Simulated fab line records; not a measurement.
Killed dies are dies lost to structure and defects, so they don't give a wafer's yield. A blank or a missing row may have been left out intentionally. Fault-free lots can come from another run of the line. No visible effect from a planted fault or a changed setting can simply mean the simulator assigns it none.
Comparing a struck lot with a sound one || flow n5Finfet || 16 out of 1938 route steps
Sound: these wafers, L595.1, L595.3, L595.6. Wafers struck: L607.1, L607.2, L607.3. The cause comes at the end.
Each step with rows lists, per side, the tool, then ch with its chambers, then its first start. Under that, the readings that differ: sound wafers || struck wafers || difference of the means || sigmas: that difference in standard deviations of wafers without a fault.
alike: readings with means less than 2 such deviations apart, plus words and numbers identical on both sides. not compared: withheld readings, readings lacking a value on some wafer, bounds such as >300 that could conceal the same value, and numbers that have no deviation in the record and whose values overlap.
Wherever a step has rows on one side only, a row that says differs or no value, or a row with sigmas, the two part there. Non-overlapping numbers with no deviation appear without sigmas and do not part them. Lack of a reading on every wafer of one side parts them only where that side has two or more wafers.

first, 4 steps without rows for these wafers: N5_BEOL_M0_STRIP_139 (strips in post etch residue remover, time 60 s); N5_BEOL_M0_SRD_111 (time 30 s); N5_BEOL_M0_DEGAS_112 (time 60 s); N5_BEOL_M0_PRE_CLEAN_113 (time 30 s).
N5_BEOL_M0_ALD_136: deposits TaN, pulse time 2 s, purge time 3 s, co reactant purge time 2 s.
  sound on aldMetal-04 ch 0,2, day 7 12:49; struck on aldMetal-03 ch 0,1,2, day 10 10:19
  alike: chamberPressureTorr, heaterPowerW, susceptorTempC
then, 2 steps without rows for these wafers: N5_BEOL_M0_SURFACE_TREAT_137; N5_BEOL_M0_CVD_115 (deposits Co from CCTBA/H2, time 120 s).
N5_BEOL_M0_SPUTTER_116: material Cu, target thk 4 nm, time 7.37 s.
  sound on pvdSputter-03, day 7 13:33; struck on pvdSputter-02, day 10 10:49
  alike: chuckGasFlowSccm, susceptorTempC, throttleValvePct
N5_BEOL_M0_ANNEAL_117: time 60 s.
  sound on pvdSputter-03, day 7 13:38; struck on pvdSputter-02, day 10 10:53
  alike: heaterPowerW, susceptorTempC, susceptor_temp_C_max
then, 2 steps without rows for these wafers: N5_BEOL_M0_SPUTTER_132 (material Cu, target thk 4 nm, time 7.37 s); N5_BEOL_M0_ANNEAL_133 (time 60 s).
N5_BEOL_M0_SPUTTER_134: material Cu, target thk 4 nm, time 7.37 s.
  sound on pvdSputter-03, day 7 13:47; struck on pvdSputter-02, day 10 11:03
  alike: chuckGasFlowSccm, susceptorTempC, throttleValvePct
N5_BEOL_M0_ANNEAL_135: time 60 s.
  sound on pvdSputter-03, day 7 13:52; struck on pvdSputter-02, day 10 11:08
  no value came back on the struck wafers for heaterPowerW (W), susceptorTempC (C), susceptor_temp_C_max, timeS (s); on the sound wafers heaterPowerW (W) reads 897 754 897
N5_BEOL_M0_SPUTTER_141: material Cu, target thk 4 nm, time 7.37 s.
  sound on pvdSputter-03, day 7 13:55; struck on pvdSputter-02, day 10 11:10
  alike: chuckGasFlowSccm, susceptorTempC, throttleValvePct
N5_BEOL_M4_RC_MEAS_101:
  sound on prober-02 ch 0, day 9 06:01; struck on prober-01 ch 0, day 12 03:27
  alike: DIBL_N, DIBL_P, IOFF_N, IOFF_P, ION_N, ION_P, SS_N, SS_P, VT_N, VT_P
N5_PASSIVATION_PROBE_49:
  sound wafers here have rows in the record (prober-02, day 13 15:32); struck ones have none

## WHERE THEY PART
Earliest at N5_BEOL_M0_ANNEAL_135; latest, in this record, at N5_PASSIVATION_PROBE_49.

WHY: whatever the simulator had introduced
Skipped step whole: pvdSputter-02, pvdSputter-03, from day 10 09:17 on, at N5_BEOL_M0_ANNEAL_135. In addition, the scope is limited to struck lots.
